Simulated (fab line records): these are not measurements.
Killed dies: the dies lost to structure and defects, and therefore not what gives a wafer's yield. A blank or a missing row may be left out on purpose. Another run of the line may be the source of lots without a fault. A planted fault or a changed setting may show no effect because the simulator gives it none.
Problem report in the 8D (eight disciplines) form, filled by code || flow n5_finfet || the parts of the form that need people (team, actions taken, sign-off) are left out

## 1. WHAT WENT WRONG
Wafers without a fault read 15.07 s, standard deviation 0.15; etch_rf_on_time_s at N5_FIN_SAQP_ETCH_34 reads a mean of 11.20 s on 3 wafers belonging to 2 lots. That is -26 standard deviations from the usual mean.
The step: etches SiO2 in C4F6/O2, target depth 45 nm, time 15 s.
First observed at day 5 02:53: wafer L169.4, on rie_diel-04. The record holds 25 wafers of 9 lots with a number at this step. Rule for "out", or "out of limits": more than 4 standard deviations from the usual mean. All remaining wafers that have a number are taken as sound.

## 2. WHAT IT IS AND WHAT IT IS NOT
{"question": "which readings at this step", "is": "etch_rf_on_time_s", "is not": "drypump_motor_current_A, rf_vpp_V, showerhead_plenum_p_Torr, throttle_valve_pct"}
{"question": "which lots", "is": "L169, L174", "is not": "L160, L162, L164, L165, L178, L179, L181"}
{"question": "which wafers of those lots", "is": "L169.4, L169.6, L174.4", "is not": "L174.2"}
{"question": "read on which tools", "is": "rie_diel-04", "is not": "rie_diel-05"}
{"question": "when", "is": "from day 5 02:53", "is not": "up to then (12 sound wafers); but 10 sound wafers of L174, L178, L179, L181 came after"}

## 3. THE SUSPECTS, EACH WITH WHAT RULES IT OUT
Counting: if a tool at a process step up to the reading ran every lot that is out, it stays a suspect. Sound lots after the first of them don't rule it out here, since some wafers of a struck lot are sound.
- rie_diel-04 at N5_FIN_SAQP_ETCH_34 (etches SiO2 in C4F6/O2, target depth 45 nm, time 15 s): kept. It ran every lot that is out, first L169 (day 5 02:53); its last sound lot up to then is L165 (day 3 22:08). On those wafers its own readings are out: etch_rf_on_time_s.
Left after counting: rie_diel-04 at N5_FIN_SAQP_ETCH_34.

## 4. THE CAUSE (what the simulator had put in)
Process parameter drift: rie_diel-04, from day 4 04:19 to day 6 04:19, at N5_FIN_SAQP_ETCH_34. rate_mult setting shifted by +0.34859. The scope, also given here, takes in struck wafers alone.
Only this tool survived the counting.

## 5. THE EFFECT CHAIN, in route order
Each row: a reading where the mean over the struck wafers with a number is more than 3 standard deviations away from the usual. Only readings for which the record gives a usual standard deviation are gone through. hours: the time from each lot's start at the first step in this table that gives one to its start at this step, as a median over the lots. sigmas: the change in usual standard deviations.
{"hours": 0, "step": "N5_FIN_SAQP_ETCH_34", "reading": "etch_rf_on_time_s", "usual": "15.07 s", "on struck wafers": 11.20, "change": -3.87, "sigmas": -26}
Its process steps:
- N5_FIN_SAQP_ETCH_34: etches SiO2 in C4F6/O2, target depth 45 nm, time 15 s.
Later steps that measure or inspect, where all struck wafers having a row at the step show a number for every such reading and not one has moved that far: N5_BEOL_M4_RC_MEAS_101.

## 6. WHAT WOULD HAVE CAUGHT IT SOONER
The fault began at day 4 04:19; the first out-of-limits reading in this record came at day 5 02:53, 23 hours later.
